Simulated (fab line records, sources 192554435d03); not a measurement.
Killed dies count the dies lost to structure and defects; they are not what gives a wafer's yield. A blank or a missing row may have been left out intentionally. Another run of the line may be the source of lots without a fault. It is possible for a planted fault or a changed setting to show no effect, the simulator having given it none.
fab line records | flow n5-finfet
record lots=7 wafers=21 last-day=17
route steps=1938 shown BEOL_M9@1450
lots that met no fault: taken from a fault-free run of the same line
start-h: hours from the record's first day to the start of the lot's first wafer shown | wait-h: how many hours have passed since the lot's step before this one | " same as the row above | L1.1+2: several wafers, shown together as one row | - either no value or no given start | * or withheld: withheld | < > ~ a bound
route shown NAME@n: a module of which the file shows steps, and the number in the route of the first | usual: the fault-free wafers' mean and standard deviation | same: alike in all rows | chamber/n: place in a boat | sites: readings site by site | _std_site: the values' standard deviation | _edge_site: the outer-site mean with the inner-site mean subtracted | radius-mm: how far each site lies from the wafer's centre | mask NAME#n: copy n | behind: tool/chamber where the wafer was last shaped | hold: what put the lot on hold/how long, in hours/how the hold closed | device: whichever transistor did not switch (one of n, p or np) | end of line: at the end of the route, the tests of the same wafers | for a step that has no rows: nothing shown but its recipe | killed: not the wafer's yield, but the dies lost to structure and defects at the first sort | map: shows each die of a wafer: x if killed, . if not, _ if none is there
set.NAME: the setting the step ran with; set.NAME@STEP: the setting that earlier step ran with | model.NAME: the simulator's own value behind a step, which no gauge read
certain route steps with their lots: each step a table, each wafer a row
services: from which hour (start-h, from the record's first day; less than 0 if before it) a tool's chamber was out of use, for how many hours, and why
## steps
# step N5_BEOL_M9_HM_STRIP_39
# recipe chemistry=peroxide-tin-strip material=TiN target-depth-a=250 temp-c=50 time-s=158
# step N5_BEOL_M9_SRD_40
# recipe time-s=30 temp-c=23 rinse-liquid=diw dry=ipa-marangoni
# step N5_BEOL_M9_PRECLEAN_42
# recipe chemistry=residue-remover time-s=60 temp-c=40
# step N5_BEOL_M9_SRD_43
# recipe time-s=30 temp-c=23 rinse-liquid=diw dry=ipa-marangoni
# step N5_BEOL_M9_CD_MEAS_35
# recipe target-cd-nm=70 target-cd-y-nm=40 polarity=opening
# usual cd-nm=70.3/0.82
# columns lot.wafer tool chamber start-h wait-h cd-nm
L819.1 cd-sem-02 - 231.48 0.0 69.5
L819.4 " - " " 70.0
L819.6 " - " " 70.1
L825.1 cd-sem-01 - 263.85 0.0 69.9
L825.5 " - " " 70.2
L825.6 " - " " 70.3
L826.4 cd-sem-01 - 263.89 0.0 70.2
L826.5 " - " " 71.0
L826.6 " - " " 71.8
L827.4 cd-sem-03 - 272.73 0.0 69.4
L827.5 " - " " 70.7
L827.6 " - " " 69.6
L831.1 cd-sem-01 - 303.76 0.0 69.9
L831.3 " - " " 70.3
L831.4 " - " " 69.0
L837.3 cd-sem-03 - 328.40 0.0 69.5
L837.4 " - " " 70.1
L837.5 " - " " 70.8
L839.3 cd-sem-01 - 349.02 0.0 69.1
L839.4 " - " " 69.9
L839.6 " - " " 67.9
# step N5_BEOL_M9_CURE_72
# recipe temp-c=370 time-s=120 ambient=DMADMS/He material=SiCOH_lowk
# step N5_BEOL_M9_DEGAS_44
# recipe ambient=vacuum temp-c=250 time-s=60
# usual heater-power-w=371/48
# same time-s=60
# columns lot.wafer tool chamber start-h wait-h heater-power-w
L819.1 pvd-sputter-01 - 232.00 0.4 436
L819.4 " - " " 335
L819.6 " - " " 423
L825.1 pvd-sputter-01 - 265.91 1.8 408
L825.5 " - " " 423
L825.6 " - " " 411
L826.4 pvd-sputter-01 - 265.99 1.9 364
L826.5 " - " " 334
L826.6 " - " " 359
L827.4 pvd-sputter-03 - 273.13 0.2 377
L827.5 " - " " 383
L827.6 " - " " 389
L831.1 pvd-sputter-03 - 306.15 2.2 269
L831.3 " - " " 315
L831.4 " - " " 378
L837.3 pvd-sputter-01 - 328.91 0.3 338
L837.4 " - " " 356
L837.5 " - " " 400
L839.3 pvd-sputter-01 - 349.60 0.4 423
L839.4 " - " " 407
L839.6 " - " " 406
# step N5_BEOL_M9_PRE_CLEAN_45
# recipe gas=H2/He time-s=30 temp-c=250
# usual heater-power-w=370/47
# same time-s=30
# columns lot.wafer tool chamber start-h wait-h heater-power-w
L819.1 pvd-sputter-01 - 232.04 0.0 433
L819.4 " - " " 331
L819.6 " - " " 427
L825.1 pvd-sputter-01 - 265.95 0.0 404
L825.5 " - " " 421
L825.6 " - " " 402
L826.4 pvd-sputter-01 - 266.03 0.0 355
L826.5 " - " " 329
L826.6 " - " " 355
L827.4 pvd-sputter-03 - 273.17 0.0 370
L827.5 " - " " 385
L827.6 " - " " 386
L831.1 pvd-sputter-03 - 306.19 0.0 272
L831.3 " - " " 311
L831.4 " - " " 382
L837.3 pvd-sputter-01 - 328.95 0.0 342
L837.4 " - " " 353
L837.5 " - " " 405
L839.3 pvd-sputter-01 - 349.64 0.0 431
L839.4 " - " " 416
L839.6 " - " " 414
# step N5_BEOL_M9_ALD_74
# recipe material=TaN target-thk-a=20 temp-c=275 ald-precursor-family=PDMAT ald-co-reactant=NH3 pressure-torr=3 carrier-flow-sccm=1500 pulse-time-s=2 purge-time-s=3 co-reactant-purge-time-s=2 co-reactant-pulse-time-s=3 ald-cycles=40 precursor-vessel-temp-c=75 precursor-vessel-pressure-torr=26.25 precursor-vessel-carrier-sccm=1000
# usual heater-power-w=397/32
# columns lot.wafer tool chamber start-h wait-h heater-power-w since-wet-clean-h
L819.1 ald-metal-01 2 232.12 0.1 360 1433
L819.4 " 0 " " 459 1433
L819.6 " 2 " " 359 -
L825.1 ald-metal-01 1 266.01 0.0 438 1467
L825.5 " 0 " " 445 -
L825.6 " 1 " " 446 -
L826.4 ald-metal-02 2 266.14 0.1 398 4544
L826.5 " 1 " " 420 -
L826.6 " 0 " " 405 -
L827.4 ald-metal-02 2 273.51 0.3 391 -
L827.5 " 0 " " 403 -
L827.6 " 1 " " 419 -
L831.1 ald-metal-02 1 306.25 0.0 413 4585
L831.3 " 3 " " 368 4585
L831.4 " 0 " " 403 4585
L837.3 ald-metal-02 0 329.01 0.0 395 4607
L837.4 " 1 " " 420 -
L837.5 " 3 " " 359 -
L839.3 ald-metal-01 2 349.78 0.1 354 1551
L839.4 " 3 " " 352 1551
L839.6 " 2 " " 363 -
# step N5_BEOL_M9_SURFACE_TREAT_79
# recipe gas=Ar time-s=* ion-energy-ev=* ion-current-ma-cm2=0.5 pressure-mtorr=* ar-flow-sccm=30
# step N5_BEOL_M9_CVD_78
# recipe material=Co target-thk-a=20 temp-c=withheld precursor=CCTBA/H2 pressure-torr=30 time-s=138.9
# step N5_BEOL_M9_SPUTTER_48
# recipe material=Cu target-thk-a=120 temp-c=-20 bias-v=60 power-w=26000 chamber-pressure-pa=0.13 time-s=2
# usual throttle-valve-pct=30.3/1.1
# same time-s=2
# columns lot.wafer tool chamber start-h wait-h throttle-valve-pct
L819.1 pvd-sputter-01 - 232.64 0.1 30.9
L819.4 " - " " 30.8
L819.6 " - " " 31.2
L825.1 pvd-sputter-02 - 266.55 0.1 30.2
L825.5 " - " " 31.4
L825.6 " - " " 29.8
L826.4 pvd-sputter-01 - 266.81 0.1 29.9
L826.5 " - " " 31.6
L826.6 " - " " 30.6
L827.4 pvd-sputter-03 - 274.26 0.1 29.1
L827.5 " - " " 30.4
L827.6 " - " " 31.8
L831.1 pvd-sputter-03 - 306.75 0.1 31.6
L831.3 " - " " 29.2
L831.4 " - " " 28.5
L837.3 pvd-sputter-03 - 329.52 0.1 29.2
L837.4 " - " " 28.6
L837.5 " - " " 28.2
L839.3 pvd-sputter-02 - 350.70 0.1 28.9
L839.4 " - " " 31.5
L839.6 " - " " 30.3
# step N5_BEOL_M9_ECD_50
# recipe material=Cu target-thk-a=3180
# columns lot.wafer tool chamber start-h wait-h model.Cu_of_BEOL_M9_ECD_50.thk-nm
L819.1 ecd-cu-01 1 232.76 0.1 321.6
L819.4 " 1 " " 318.4
L819.6 " 1 " " 320.4
L825.1 ecd-cu-01 0 266.67 0.1 319.4
L825.5 " 0 " " 212
L825.6 " 1 " " 313
L826.4 ecd-cu-01 0 266.96 0.1 217.6
L826.5 " 0 " " 217
L826.6 " 1 " " 322.6
L827.4 ecd-cu-01 0 274.41 0.1 214.2
L827.5 " 0 " " 212.6
L827.6 " 1 " " 318.4
L831.1 ecd-cu-02 0 306.87 0.1 311.8
L831.3 " 0 " " 313.4
L831.4 " 1 " " 316.6
L837.3 ecd-cu-02 0 329.66 0.1 320.8
L837.4 " 1 " " 319
L837.5 " 0 " " 315.6
L839.3 ecd-cu-02 1 350.85 0.1 315.2
L839.4 " 0 " " 317.4
L839.6 " 1 " " 319.2
# step N5_BEOL_M9_ANNEAL_51
# recipe temp-c=225 time-s=90 ambient=N2
# usual anneal-temp-c=225.01/0.17 wafer_temp_C_max=225.93/0.23
# same time-s=90
# columns lot.wafer tool chamber start-h wait-h anneal-temp-c wafer_temp_C_max
L819.1 rtp-anneal-01 0 232.87 0.1 224.99 225.88
L819.4 " 0 " " 225.27 225.91
L819.6 " 0 " " 225.32 226.24
L825.1 rtp-anneal-02 0 266.78 0.1 224.88 226.32
L825.5 " 0 " " 225.00 226.36
L825.6 " 0 " " 224.98 226.11
L826.4 rtp-anneal-02 0 267.18 0.2 224.92 226.14
L826.5 " 0 " " 224.69 225.90
L826.6 " 0 " " 224.85 226.08
L827.4 rtp-anneal-02 0 274.62 0.2 224.78 225.95
L827.5 " 0 " " 224.94 225.94
L827.6 " 0 " " 225.05 226.10
L831.1 rtp-anneal-02 0 306.98 0.1 225.06 226.53
L831.3 " 0 " " 224.74 225.90
L831.4 " 0 " " 224.82 225.95
L837.3 rtp-anneal-01 0 329.84 0.1 224.95 225.94
L837.4 " 0 " " 224.92 226.26
L837.5 " 0 " " 225.10 225.84
L839.3 rtp-anneal-01 0 351.71 0.8 225.12 226.08
L839.4 " 0 " " 224.81 225.85
L839.6 " 0 " " 225.01 226.18
# step N5_BEOL_M9_CMP_52
# recipe stop-on=SiCOH_lowk t-overpolish-s=7 down-force-psi=1 platen-rpm=50 clearing-platen-down-force-psi=1.5 clearing-platen-rpm=50 post-cmp-clean=cu-alkaline target-thk-nm=140 clearing-platen-pad-velocity-m-s=0.99484 pad-velocity-m-s=0.99484
# usual clearing-platen-down-force-psi=1.500/0.003 motor-current-A=5.9/0.54 time-to-endpoint-s=67/3.3
# columns lot.wafer tool chamber start-h wait-h clearing-platen-down-force-psi motor-current-A time-to-endpoint-s
L819.4 cmp-03 1 233.17 0.1 1.500 5.1 70
L819.1 " 2 " " 1.506 5.8 62
L819.6 " 1 " " 1.504 5.3 67
L825.1 cmp-04 0 267.08 0.3 1.503 6.2 69
L825.6 " 0 " " 1.501 6.4 69
L825.5 " 1 " " 1.500 6.1 47
L826.4 cmp-04 3 267.35 0.1 1.502 7.2 47
L826.6 " 3 " " 1.497 7.6 70
L826.5 " 0 " " 1.501 6.4 49
L827.4 cmp-03 2 274.79 0.1 1.499 5.5 45
L827.5 " 2 " " 1.504 5.8 44
L827.6 " 3 " " 1.499 5.4 63
L831.1 cmp-02 3 307.27 0.3 1.502 6.0 65
L831.4 " 0 " " 1.505 6.3 62
L831.3 " 2 " " 1.497 5.7 64
L837.3 cmp-02 2 330.06 0.2 1.505 5.4 67
L837.4 " 3 " " 1.500 5.7 62
L837.5 " 3 " " 1.498 5.5 63
L839.3 cmp-04 1 351.97 0.2 1.498 5.9 67
L839.4 " 3 " " 1.502 7.4 66
L839.6 " 0 " " 1.502 6.0 69
# step N5_BEOL_M9_THK_MEAS_53
# recipe thk-meas-gauge=xrf reads=Cu_of_BEOL_M9_ECD_50
# usual M9_THK=140/3.2
# columns lot.wafer tool chamber start-h wait-h M9_THK[nm]
L819.1 film-metro-01 - 233.46 - 135
L819.4 " - " " 145
L819.6 " - " " 144
L825.1 film-metro-02 - 267.37 - 134
L825.5 " - " " 141
L825.6 " - " " 134
L826.4 film-metro-02 - 267.64 - 137
L826.5 " - " " 142
L826.6 " - " " 145
L827.4 film-metro-01 - 275.08 - 144
L827.5 " - " " 138
L827.6 " - " " 141
L831.1 film-metro-01 - 307.57 - 142
L831.3 " - " " 143
L831.4 " - " " 142
L837.3 film-metro-02 - 330.35 - 141
L837.4 " - " " 144
L837.5 " - " " 139
L839.3 film-metro-02 - 352.23 - 135
L839.4 " - " " 138
L839.6 " - " " 139
## services
# columns tool chamber start-h hours kind
cmp-02 - 208.01 1.8 repair
cmp-04 - 210.70 - consumable-replace:conditioner
cmp-04 - 210.70 - consumable-replace:pad
cmp-04 - 217.95 6.5 repair
cmp-03 - 234.33 1.3 repair
ald-metal-02 3 271.11 12.5 repair
cmp-03 - 281.47 1.8 repair
pvd-sputter-01 - 290.79 0.8 repair
pvd-sputter-01 - 294.87 7.9 repair
ald-metal-01 - 294.99 2.7 repair
ald-metal-02 2 307.98 22.7 repair
cmp-04 - 308.37 1.9 repair
ecd-cu-01 - 308.70 1.0 repair
pvd-sputter-02 - 330.33 4.9 repair
cmp-02 - 335.58 3.4 repair
ald-metal-02 2 336.89 12.0 repair
ecd-cu-02 - 340.70 1.5 repair
cmp-03 - 344.84 5.9 pm
## key
first-sign step=N5_BEOL_M9_CMP_52 reading=time-to-endpoint-s direction=down sigmas=6.2 usual=* struck=*
effect none on later readings
model-effect step=N5_BEOL_M9_ECD_50 value=Cu_of_BEOL_M9_ECD_50.thk-nm without=318.8 struck=214.7
met-at N5_BEOL_M9_ECD_50
struck-wafers L825.5,L826.4,L826.5,L827.4,L827.5
onset-between 232.76 266.67
fault kind=process-parameter-drift tool=ecd-cu-01 chamber=- onset-h=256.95 steps=N5_BEOL_M9_ECD_50 channel=target-thk-a offset=* shape=step end-h=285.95 scope=struck-wafers-only acts-in=* stated=*
